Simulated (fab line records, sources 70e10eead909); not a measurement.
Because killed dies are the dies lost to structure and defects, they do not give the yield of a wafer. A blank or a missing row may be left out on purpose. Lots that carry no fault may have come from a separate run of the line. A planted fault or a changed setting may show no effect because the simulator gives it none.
fab line records ; flow nand-harc ; part 1 of 2: steps 1 to 18 of 27
record: lots: 5; wafers: 15; last-day: 31
route steps=1302 shown A_SLIT@929 A_SIN_REMOVE@947 A_WL_FILL@952
lots untouched by any fault: they come from a run of this same line in which no faults occurred
start-h: hours from the record's first day to the start of the lot's first wafer shown ; wait-h: hours elapsed since this lot's preceding step ; " as in the row above ; L1.1+2: a row that stands for several wafers ; - either no value or no given start ; * or withheld: withheld ; < > ~ a bound
route shown NAME@n: NAME is a module with steps in the file, n the number in the route of the first one ; usual: the fault-free wafers' mean and standard deviation ; same: alike in all rows ; chamber/n: place in a boat ; sites: readings site by site ; _std_site: the standard deviation of these ; _edge_site: mean of outer sites minus mean of inner sites ; radius-mm: how far each site lies from the wafer's centre ; mask NAME#n: copy n ; behind: the last tool/chamber to shape the wafer ; hold: why the lot went on hold/how many hours it stayed there/how the hold came to an end ; device: whichever transistor did not switch (one of n, p or np) ; end of line: the same wafers' tests at the end of the route ; step lacking rows: just its recipe ; killed: the dies lost at the first sort to structure and to defects; this is not the yield of the wafer ; map: per-die view of a wafer (x killed, . not killed, _ where there is no die)
set.NAME: the setting the step ran with; set.NAME@STEP: the setting that earlier step ran with ; model.NAME: the simulator's own value behind a step, which no gauge read
lots seen at some steps along the route; tables by step, rows by wafer
services: when a tool's chamber went out of use (start-h, in hours from the record's first day, below 0 if earlier), for how many hours, and the reason
== steps ==
step: NHARC_A_SLIT_EBR_05
lot.wafer;tool;chamber;start-h;wait-h
L079.1+4+6;litho-track-04;0;-;-
L080.2+4+5;litho-track-04;0;-;-
L085.1+5+6;litho-track-06;0;-;-
L088.2+4+6;litho-track-01;0;-;-
L087.4+5+6;litho-track-04;0;-;-
step: NHARC_A_SLIT_EXPOSE_06
recipe: na: 1.35; dose-mj: 60.82; mask-id: SLIT
lot.wafer;tool;chamber;start-h;wait-h;mask
L079.1+4+6;arfi-scanner-01;0;489.78;-;SLIT#0
L080.2+4+5;arfi-scanner-01;0;500.53;-;SLIT#0
L085.1+5+6;arfi-scanner-01;0;560.33;-;SLIT#0
L088.2+4+6;arfi-scanner-01;0;577.36;-;SLIT#0
L087.4+5+6;arfi-scanner-03;0;622.87;-;SLIT#0
step: NHARC_A_SLIT_PEB_07
recipe: peb-temp-c: 100; peb-time-s: 65
lot.wafer;tool;chamber;start-h;wait-h
L079.1+4+6;litho-track-06;0;489.84;0.1
L080.2+4+5;litho-track-06;0;500.59;0.1
L085.1+5+6;litho-track-01;0;560.39;0.1
L088.2+4+6;litho-track-01;0;577.42;0.1
L087.4+5+6;litho-track-01;0;622.92;0.0
step: NHARC_A_SLIT_DEVELOP_08
recipe: develop-time-s: 35; dev-temp-c: 23
lot.wafer;tool;chamber;start-h;wait-h
L079.1+4+6;litho-track-06;0;-;-
L080.2+4+5;litho-track-06;0;-;-
L085.1+5+6;litho-track-01;0;-;-
L088.2+4+6;litho-track-01;0;-;-
L087.4+5+6;litho-track-01;0;-;-
step: NHARC_A_SLIT_CD_MEAS_09
recipe: target-cd-nm: 300; landing-energy-ev: 500
usual: cd-nm: 299.9/0.44
lot.wafer;tool;chamber;start-h;wait-h;cd-nm
L079.1;cd-sem-03;0;489.92;-;300.2
L079.4;cd-sem-03;0;489.92;-;300.1
L079.6;cd-sem-03;0;489.92;-;300.1
L080.2;cd-sem-01;0;500.67;-;300.3
L080.4;cd-sem-01;0;500.67;-;300.3
L080.5;cd-sem-01;0;500.67;-;300.5
L085.1;cd-sem-01;0;560.46;-;300.1
L085.5;cd-sem-01;0;560.46;-;300.1
L085.6;cd-sem-01;0;560.46;-;300.2
L088.2;cd-sem-02;0;577.50;-;300.5
L088.4;cd-sem-02;0;577.50;-;299.3
L088.6;cd-sem-02;0;577.50;-;299.9
L087.4;cd-sem-01;0;623.01;-;300.0
L087.5;cd-sem-01;0;623.01;-;299.3
L087.6;cd-sem-01;0;623.01;-;299.8
step: NHARC_A_SLIT_OVL_MEAS_10
usual: overlay-x-nm: -0.3/0.89; overlay-y-nm: -0.1/0.71
lot.wafer;tool;chamber;start-h;wait-h;overlay-x-nm;overlay-y-nm
L079.1;overlay-02;-;490.01;-;-0.7;0.4
L079.4;overlay-02;-;490.01;-;-0.1;0.7
L079.6;overlay-02;-;490.01;-;-1.1;0.3
L080.2;overlay-02;-;500.76;-;-1.0;0.8
L080.4;overlay-02;-;500.76;-;-1.1;1.2
L080.5;overlay-02;-;500.76;-;-1.6;1.5
L085.1;overlay-02;-;560.55;-;-0.7;-0.1
L085.5;overlay-02;-;560.55;-;-0.1;0.1
L085.6;overlay-02;-;560.55;-;-0.4;-1.0
L088.2;overlay-02;-;577.59;-;-0.1;-0.5
L088.4;overlay-02;-;577.59;-;-0.1;-0.4
L088.6;overlay-02;-;577.59;-;-0.1;-0.1
L087.4;overlay-01;-;623.09;-;0.6;0.8
L087.5;overlay-01;-;623.09;-;0.8;0.7
L087.6;overlay-01;-;623.09;-;0.6;0.9
step: NHARC_A_SLIT_INSPECT_11
usual: raw-defect-count: 53/31
lot.wafer;tool;chamber;start-h;wait-h;raw-defect-count
L079.1;defect-inspect-02;-;490.04;0.0;69
L079.4;defect-inspect-02;-;490.04;0.0;75
L079.6;defect-inspect-02;-;490.04;0.0;67
L080.2;defect-inspect-01;-;500.79;0.0;33
L080.4;defect-inspect-01;-;500.79;0.0;33
L080.5;defect-inspect-01;-;500.79;0.0;22
L085.1;defect-inspect-02;-;560.59;0.0;52
L085.5;defect-inspect-02;-;560.59;0.0;81
L085.6;defect-inspect-02;-;560.59;0.0;69
L088.2;defect-inspect-02;-;577.62;0.0;36
L088.4;defect-inspect-02;-;577.62;0.0;59
L088.6;defect-inspect-02;-;577.62;0.0;43
L087.4;defect-inspect-02;-;623.13;0.0;45
L087.5;defect-inspect-02;-;623.13;0.0;73
L087.6;defect-inspect-02;-;623.13;0.0;70
step: NHARC_A_SLIT_DESCUM_14
recipe: time-s: 3; o2-flow-sccm: 200; ar-flow-sccm: 0; bias-power-w: 0; chemistry: O2
usual: drypump-motor-current-A: 5.7/0.45; mfc-ar-sccm: 0.005/0.0076; o2-flow-sccm: 200.0/0.55; oes-product-au: 0.999/0.0068; rf-vpp-V: 57.6/0.92; showerhead-plenum-p-Torr: 1.88/0.067; throttle-valve-pct: 11.311/0.008
lot.wafer;tool;chamber;start-h;wait-h;drypump-motor-current-A;mfc-ar-sccm;o2-flow-sccm;oes-product-au;rf-hours-counter-h;rf-vpp-V;showerhead-plenum-p-Torr;throttle-valve-pct
L079.4;rie-diel-13;0;490.11;0.1;5.8;0.000;200.4;0.993;8.6;57.9;1.85;11.312
L079.1;rie-diel-13;2;490.11;0.1;6.2;0;200.2;0.989;8.1;56.4;1.82;11.306
L079.6;rie-diel-13;3;490.11;0.1;6.3;0;199.3;0.992;-;56.9;1.92;11.317
L080.4;rie-diel-13;2;500.86;0.1;6.1;0;199.5;1.002;9.6;57.8;1.82;11.309
L080.2;rie-diel-13;3;500.86;0.1;6.2;0;200.5;1.009;11.5;57.7;1.92;11.315
L080.5;rie-diel-13;1;500.86;0.1;4.9;0;199.5;1.002;-;56.2;1.83;11.314
L085.1;rie-diel-13;1;560.66;0.1;4.9;0;199.8;0.998;0.7;57.6;1.83;11.329
L085.5;rie-diel-13;0;560.66;0.1;5.8;0.000;200.1;0.990;-;56.6;1.85;11.323
L085.6;rie-diel-13;1;560.66;0.1;4.9;0;200.4;0.991;-;58.4;1.83;11.318
L088.2;rie-diel-13;1;577.69;0.1;4.9;0;200.0;0.988;2.5;56.9;1.83;11.307
L088.4;rie-diel-13;1;577.69;0.1;4.8;0;200.3;0.990;-;57.6;1.83;11.307
L088.6;rie-diel-13;2;577.69;0.1;6.2;0;199.4;1.002;-;58.3;1.82;11.320
L087.4;rie-diel-13;1;623.19;0.1;4.8;0;200.3;0.995;4.4;57.9;1.83;11.301
L087.6;rie-diel-13;0;623.19;0.1;5.8;0.000;201.0;0.999;-;56.8;1.85;11.303
L087.5;rie-diel-13;1;623.19;0.1;4.9;0;199.5;0.988;-;59.5;1.83;11.316
step: NHARC_A_SLIT_ETCH_24
recipe: target-depth-a: 1210; time-s: 60.5; cf4-flow-sccm: 100; chf3-flow-sccm: 30; ar-flow-sccm: 0; rf-w: 500; bias-w: 200; chemistry: CF4/CHF3
usual: drypump-motor-current-A: 5.7/0.45; mfc-ar-sccm: 0.006/0.0079; oes-product-au: 0.954/0.02; rf-vpp-V: 369.8/1.9; showerhead-plenum-p-Torr: 1.55/0.052; throttle-valve-pct: 16.803/0.0093
lot.wafer;tool;chamber;start-h;wait-h;drypump-motor-current-A;mfc-ar-sccm;oes-product-au;rf-hours-counter-h;rf-vpp-V;showerhead-plenum-p-Torr;throttle-valve-pct
L079.1;rie-diel-13;0;490.19;0.1;5.8;0.000;0.960;8.7;367.8;1.53;16.798
L079.4;rie-diel-13;1;490.19;0.1;4.9;0;0.963;6.7;367.5;1.51;16.807
L079.6;rie-diel-13;3;490.19;0.1;6.3;0;0.964;-;370.7;1.58;16.794
L080.2;rie-diel-13;1;500.94;0.1;4.9;0;0.916;8.2;368.6;1.51;16.803
L080.4;rie-diel-13;3;500.94;0.1;6.3;0;0.935;11.5;370.8;1.58;16.812
L080.5;rie-diel-13;1;500.94;0.1;4.9;0;0.925;-;367.5;1.51;16.793
L085.1;rie-diel-13;1;560.75;0.1;4.8;0;0.969;0.7;368.1;1.51;16.833
L085.5;rie-diel-13;2;560.75;0.1;6.2;0;0.971;-;367.5;1.50;16.794
L085.6;rie-diel-13;3;560.75;0.1;6.3;0;0.980;-;369.7;1.58;16.791
L088.2;rie-diel-13;0;577.79;0.1;5.8;0.000;0.942;2.5;368.7;1.52;16.793
L088.6;rie-diel-13;0;577.79;0.1;5.8;0.000;0.931;-;369.4;1.52;16.816
L088.4;rie-diel-13;2;577.79;0.1;6.2;0;0.928;-;366.9;1.50;16.800
L087.4;rie-diel-13;0;623.28;0.1;5.8;0.000;0.951;4.4;369.4;1.52;16.811
L087.6;rie-diel-13;3;623.28;0.1;6.2;0;0.966;-;370.8;1.58;16.812
L087.5;rie-diel-13;0;623.28;0.1;5.8;0.000;0.950;-;369.5;1.52;16.790
step: NHARC_A_SLIT_ETCH_15
recipe: target-depth-a: 62000; over-etch-frac: 0.3; time-s: 1612; ion-energy-ev: 150; o2-flow-sccm: 400; cos-flow-sccm: 20; ar-flow-sccm: 0; rf-w: 500; bias-w: 300; chemistry: O2/COS
usual: cos-flow-sccm: 20.00/0.062; drypump-motor-current-A: 5.7/0.45; mfc-ar-sccm: 0.006/0.0078; o2-flow-sccm: 400.1/1.1; oes-product-au: 0.999/0.0075; rf-vpp-V: 313.4/1.7; showerhead-plenum-p-Torr: 3.07/0.1; throttle-valve-pct: 28.330/0.0089
lot.wafer;tool;chamber;start-h;wait-h;cos-flow-sccm;drypump-motor-current-A;mfc-ar-sccm;o2-flow-sccm;oes-product-au;rf-hours-counter-h;rf-vpp-V;showerhead-plenum-p-Torr;throttle-valve-pct
L079.4;rie-diel-13;1;-;-;20.03;4.8;0;400.3;0.991;6.9;311.5;2.99;28.322
L079.1;rie-diel-13;2;-;-;19.97;6.2;0;399.5;0.976;8.4;313.4;2.98;28.327
L079.6;rie-diel-13;1;-;-;20.02;4.9;0;398.7;0.976;-;311.6;2.99;28.335
L080.2;rie-diel-13;3;-;-;19.96;6.2;0;401.7;1.012;11.7;315.4;3.14;28.333
L080.4;rie-diel-13;1;-;-;19.93;4.9;0;400.5;1.006;8.4;311.2;2.99;28.327
L080.5;rie-diel-13;3;-;-;20.00;6.2;0;400.6;1.003;-;316.0;3.14;28.318
L085.1;rie-diel-13;2;-;-;20.08;6.2;0;398.2;1.000;0.6;311.4;2.98;28.355
L085.6;rie-diel-13;2;-;-;19.99;6.2;0;400.8;0.998;-;311.6;2.98;28.334
L085.5;rie-diel-13;3;-;-;20.08;6.3;0;399.7;0.994;-;314.6;3.14;28.325
L088.2;rie-diel-13;2;-;-;19.91;6.2;0;399.3;1.002;2.7;311.2;2.98;28.323
L088.6;rie-diel-13;0;-;-;20.02;5.8;0.000;400.5;0.991;-;312.9;3.02;28.355
L088.4;rie-diel-13;2;-;-;20.00;6.2;0;397.8;1.001;-;312.2;2.98;28.324
L087.4;rie-diel-13;3;-;-;20.08;6.3;0;398.6;1.003;4.2;314.6;3.14;28.329
L087.5;rie-diel-13;1;-;-;20.10;4.9;0;401.3;0.997;-;312.3;2.99;28.336
L087.6;rie-diel-13;2;-;-;19.98;6.2;0;400.9;1.001;-;312.4;2.98;28.320
step: NHARC_A_SLIT_ETCH_17
recipe: bias-v: 900; source-w: withheld; pressure-mtorr: 20; ar-flow-sccm: 375; c4f8-flow-sccm: 83.3; o2-flow-sccm: 41.7; time-s: 4254.5; target-depth-a: 2.03e+05; chemistry: C4F8/O2/Ar
usual: drypump-motor-current-A: 5.7/0.55; mfc-ar-sccm: 375.2/1.1; o2-flow-sccm: 41.67/0.13; showerhead-plenum-p-Torr: 3.60/0.044; throttle-valve-pct: 32.046/0.0083
lot.wafer;tool;chamber;start-h;wait-h;drypump-motor-current-A;mfc-ar-sccm;o2-flow-sccm;rf-hours-counter-h;showerhead-plenum-p-Torr;throttle-valve-pct
L079.1;har-etch-01;0;491.36;-;6.1;374.9;41.82;257;3.58;32.032
L079.4;har-etch-01;0;492.56;-;6.1;375.8;41.91;-;3.58;32.036
L079.6;har-etch-01;1;494.36;-;5.2;374.0;41.51;-;3.60;32.051
L080.2;har-etch-02;0;502.12;-;6.3;375.3;41.72;66;3.68;32.039
L080.4;har-etch-02;1;503.92;-;5.1;374.9;41.82;-;3.61;32.045
L080.5;har-etch-02;0;503.92;-;6.3;377.8;41.75;-;3.68;32.051
L085.1;har-etch-01;0;562.00;-;6.1;374.2;41.75;295;3.56;32.047
L085.6;har-etch-01;0;564.42;-;6.2;374.6;41.76;-;3.56;32.045
L085.5;har-etch-01;1;564.42;-;5.1;372.0;41.39;-;3.58;32.044
L088.2;har-etch-02;1;579.82;-;5.1;374.5;41.69;111;3.59;32.055
L088.4;har-etch-02;0;579.82;-;6.3;374.4;41.57;-;3.65;32.045
L088.6;har-etch-02;0;581.64;-;6.2;376.4;41.67;-;3.65;32.042
L087.4;har-etch-02;0;626.35;-;6.3;375.9;41.64;-;3.64;32.036
L087.6;har-etch-02;1;626.35;-;5.1;374.0;41.76;-;3.57;32.039
L087.5;har-etch-02;0;626.35;-;6.3;375.2;41.52;-;3.64;32.047
step: NHARC_A_SLIT_ETCH_26
recipe: bias-v: 400; source-w: 2000; pressure-mtorr: 25; time-s: 90; ar-flow-sccm: 375; c4f8-flow-sccm: 41.7; o2-flow-sccm: 83.3; target-depth-a: 4000; chemistry: C4F8/O2/Ar
usual: drypump-motor-current-A: 5.7/0.55; mfc-ar-sccm: 374.8/1.2; o2-flow-sccm: 83.26/0.24; showerhead-plenum-p-Torr: 3.63/0.045; throttle-valve-pct: 27.620/0.0089
lot.wafer;tool;chamber;start-h;wait-h;drypump-motor-current-A;mfc-ar-sccm;o2-flow-sccm;rf-hours-counter-h;showerhead-plenum-p-Torr;throttle-valve-pct
L079.1;har-etch-01;0;494.96;3.0;6.1;375.4;83.20;260;3.61;27.632
L079.4;har-etch-01;0;494.96;3.0;6.1;375.8;83.38;-;3.61;27.598
L079.6;har-etch-01;1;494.96;3.0;5.1;374.5;82.72;-;3.63;27.617
L080.2;har-etch-02;0;505.72;3.0;6.3;374.3;83.33;69;3.71;27.618
L080.4;har-etch-02;1;505.72;3.0;5.1;375.5;83.06;-;3.64;27.620
L080.5;har-etch-02;0;505.72;3.0;6.3;376.1;83.10;-;3.71;27.624
L085.1;har-etch-01;0;565.63;3.0;6.1;376.9;83.58;298;3.59;27.615
L085.6;har-etch-01;0;565.63;3.0;6.1;374.4;83.40;-;3.59;27.614
L085.5;har-etch-01;1;565.63;3.0;5.2;373.7;83.23;-;3.61;27.629
L088.2;har-etch-02;1;582.89;2.5;5.1;374.7;83.07;114;3.62;27.621
L088.4;har-etch-02;0;582.89;2.5;6.2;374.6;83.33;-;3.68;27.612
L088.6;har-etch-02;0;582.89;2.5;6.3;375.2;83.57;-;3.68;27.620
L087.4;har-etch-02;0;628.27;1.3;6.2;375.5;83.44;-;3.67;27.636
L087.6;har-etch-02;1;628.27;1.3;5.1;373.5;83.62;-;3.60;27.612
L087.5;har-etch-02;0;628.27;1.3;6.2;374.9;83.11;-;3.67;27.613
step: NHARC_A_SLIT_STRIP_28
recipe: o2-flow-sccm: 400; cos-flow-sccm: 20; ar-flow-sccm: 0; bias-w: 0; chemistry: O2/COS
lot.wafer;tool;chamber;start-h;wait-h
L079.1+4+6;rie-diel-09;1,2,1;495.76;0.8
L080.4+2+5;rie-diel-02;2,3,3;506.52;0.7
L085.1+6+5;rie-diel-02;1,3,2;566.43;0.8
L088.4+2+6;rie-diel-09;2,1,2;583.66;0.7
L087.4+5+6;rie-diel-13;1,1,2;628.97;0.7
step: NHARC_A_SLIT_ETCH_29
recipe: target-depth-a: 1000; overetch-a: 100; time-s: 55; ion-energy-ev: 100; cf4-flow-sccm: 80; o2-flow-sccm: 20; ar-flow-sccm: 0; rf-w: 300; bias-w: 100; chemistry: CF4/O2
usual: drypump-motor-current-A: 5.6/0.45; mfc-ar-sccm: 0.007/0.008; o2-flow-sccm: 19.99/0.063; oes-product-au: 0.998/0.0074; rf-vpp-V: 197.3/1.3; showerhead-plenum-p-Torr: 1.31/0.045; throttle-valve-pct: 13.398/0.0084
lot.wafer;tool;chamber;start-h;wait-h;drypump-motor-current-A;mfc-ar-sccm;o2-flow-sccm;oes-product-au;rf-hours-counter-h;rf-vpp-V;showerhead-plenum-p-Torr;throttle-valve-pct
L079.1;rie-diel-09;2;495.86;0.1;5.1;0.017;19.97;1.000;8.0;198.5;1.33;13.404
L079.4;rie-diel-09;3;495.86;0.1;5.8;0.016;19.99;0.992;8.0;197.1;1.33;13.408
L079.6;rie-diel-09;1;495.86;0.1;6.3;0.003;19.96;0.993;-;197.9;1.35;13.400
L080.2;rie-diel-02;0;506.61;0.1;5.6;0;20.00;1.006;7.3;197.9;1.38;13.403
L080.4;rie-diel-02;1;506.61;0.1;5.9;0;20.00;0.991;6.1;194.7;1.25;13.395
L080.5;rie-diel-02;0;506.61;0.1;5.6;0;20.03;1.005;-;199.1;1.38;13.399
L085.1;rie-diel-02;2;566.55;0.1;5.2;0.012;20.02;0.997;9.8;195.3;1.25;13.389
L085.6;rie-diel-02;3;566.55;0.1;5.8;0.020;20.00;0.992;-;198.1;1.36;13.398
L085.5;rie-diel-02;1;566.55;0.1;5.9;0;20.03;0.990;-;196.4;1.25;13.386
L088.2;rie-diel-09;2;583.75;0.1;5.1;0.017;20.02;1.002;3.8;198.8;1.33;13.381
L088.4;rie-diel-09;1;583.75;0.1;6.2;0.003;20.07;0.996;4.0;198.6;1.35;13.406
L088.6;rie-diel-09;2;583.75;0.1;5.1;0.017;19.98;0.987;-;197.8;1.33;13.390
L087.4;rie-diel-13;0;629.08;0.1;5.8;0.000;19.94;1.001;5.1;197.9;1.29;13.401
L087.6;rie-diel-13;1;629.08;0.1;4.8;0;19.94;1.003;-;196.7;1.28;13.396
L087.5;rie-diel-13;2;629.08;0.1;6.1;0;20.00;1.004;-;197.9;1.27;13.386
step: NHARC_A_SLIT_STRIP_18
recipe: o2-flow-sccm: 500; ar-flow-sccm: 0; bias-w: 0; chemistry: O2
usual: drypump-motor-current-A: 5.7/0.45; mfc-ar-sccm: 0.006/0.0077; o2-flow-sccm: 499.7/1.5; oes-product-au: 0.997/0.0066; rf-vpp-V: 57.6/0.77; showerhead-plenum-p-Torr: 3.46/0.12; throttle-valve-pct: 17.035/0.0083
lot.wafer;tool;chamber;start-h;wait-h;drypump-motor-current-A;mfc-ar-sccm;o2-flow-sccm;oes-product-au;rf-hours-counter-h;rf-vpp-V;showerhead-plenum-p-Torr;throttle-valve-pct
L079.4;rie-diel-09;1;-;-;6.3;0.003;501.5;1.002;7.9;58.1;3.58;17.041
L079.1;rie-diel-09;0;-;-;5.1;0.016;503.0;1.002;7.9;58.3;3.61;17.040
L079.6;rie-diel-09;2;-;-;5.1;0.017;500.8;0.993;-;56.7;3.53;17.018
L080.4;rie-diel-02;3;-;-;5.8;0.020;500.5;0.995;7.9;57.2;3.60;17.026
L080.2;rie-diel-02;0;-;-;5.6;0;498.7;1.007;7.4;57.3;3.64;17.037
L080.5;rie-diel-02;2;-;-;5.3;0.012;499.9;1.002;-;56.4;3.32;17.020
L085.1;rie-diel-02;2;-;-;5.3;0.012;500.3;0.990;9.9;57.2;3.32;17.035
L085.5;rie-diel-02;1;-;-;5.9;0;498.9;0.981;-;57.5;3.31;17.038
L085.6;rie-diel-02;2;-;-;5.3;0.012;501.8;0.995;-;57.2;3.32;17.022
L088.2;rie-diel-09;0;-;-;5.0;0.016;500.6;0.998;3.3;57.8;3.61;17.039
L088.4;rie-diel-09;3;-;-;5.8;0.016;500.1;1.003;3.2;57.1;3.51;17.040
L088.6;rie-diel-09;0;-;-;5.1;0.016;499.6;1.000;-;56.9;3.61;17.037
L087.4;rie-diel-13;2;-;-;6.2;0;499.9;0.990;5.8;57.8;3.37;17.044
L087.5;rie-diel-13;3;-;-;6.3;0;499.7;1.005;-;58.6;3.54;17.038
L087.6;rie-diel-13;0;-;-;5.8;0.000;500.8;0.989;-;57.6;3.42;17.045
step: NHARC_A_SLIT_PRECLEAN_19
recipe: time-s: *; temp-c: 50; bath-age-min: 0; chemistry: SC1
usual: bath-guard-temp-C: 49.9/0.6; diw-flow-mL-min: 1415/4.2; h2o2-flow-mL-min: 56.61/0.2; nh4oh-flow-mL-min: 28.29/0.1; sc1-h2o2-end-mol-l: 0.3698/0.00072
lot.wafer;tool;chamber;start-h;wait-h;bath-guard-temp-C;diw-flow-mL-min;h2o2-flow-mL-min;nh4oh-flow-mL-min;sc1-h2o2-end-mol-l
L079.6;wet-bench-03;6;496.26;-;49.5;1411;56.54;28.28;0.3709
L079.1;wet-bench-03;0;496.26;-;50.9;1418;56.45;28.36;0.3695
L079.4;wet-bench-03;1;496.26;-;50.3;1419;56.84;28.45;0.3710
L080.2;wet-bench-03;2;507.01;-;49.9;1417;56.17;28.29;0.3692
L080.5;wet-bench-03;3;507.01;-;50.5;1413;56.26;28.22;0.3685
L080.4;wet-bench-03;6;507.01;-;49.7;1419;56.67;28.21;0.3699
L085.5;wet-bench-02;1;567.00;-;49.1;1411;56.67;28.38;0.3696
L085.6;wet-bench-02;4;567.00;-;50.3;1419;56.61;28.40;0.3695
L085.1;wet-bench-02;5;567.00;-;50.7;1417;56.73;28.19;0.3700
L088.2;wet-bench-02;1;584.16;-;49.0;1417;56.74;28.28;0.3692
L088.6;wet-bench-02;2;584.16;-;50.1;1411;56.87;28.31;0.3687
L088.4;wet-bench-02;3;584.16;-;50.2;1424;56.76;28.20;0.3701
L087.4;wet-bench-02;4;629.47;-;50.1;1410;56.58;28.28;0.3701
L087.5;wet-bench-02;7;629.47;-;49.3;1418;56.62;28.44;0.3697
L087.6;wet-bench-02;0;629.47;-;50.4;1422;56.54;28.25;0.3695
step: NHARC_A_SLIT_SRD_20
lot.wafer;tool;chamber;start-h;wait-h
L079.6+1+4;wet-bench-03;6,0,1;-;-
L080.2+5+4;wet-bench-03;2,3,6;-;-
L085.5+6+1;wet-bench-02;1,4,5;567.06;0.0
L088.2+6+4;wet-bench-02;1,2,3;-;-
L087.4+5+6;wet-bench-02;4,7,0;-;-
step: NHARC_A_SLIT_CD_MEAS_21
usual: cd-nm: 289.3/0.9
lot.wafer;tool;chamber;start-h;wait-h;cd-nm
L079.1;cd-sem-01;-;496.38;-;289.8
L079.4;cd-sem-01;-;496.38;-;290.6
L079.6;cd-sem-01;-;496.38;-;289.8
L080.2;cd-sem-03;-;507.15;-;288.0
L080.4;cd-sem-03;-;507.15;-;287.6
L080.5;cd-sem-03;-;507.15;-;287.8
L085.1;cd-sem-02;-;567.17;0.1;290.3
L085.5;cd-sem-02;-;567.17;0.1;290.5
L085.6;cd-sem-02;-;567.17;0.1;290.5
L088.2;cd-sem-03;-;584.29;-;288.7
L088.4;cd-sem-03;-;584.29;-;288.6
L088.6;cd-sem-03;-;584.29;-;288.5
L087.4;cd-sem-03;-;629.61;-;289.5
L087.5;cd-sem-03;-;629.61;-;289.6
L087.6;cd-sem-03;-;629.61;-;289.5
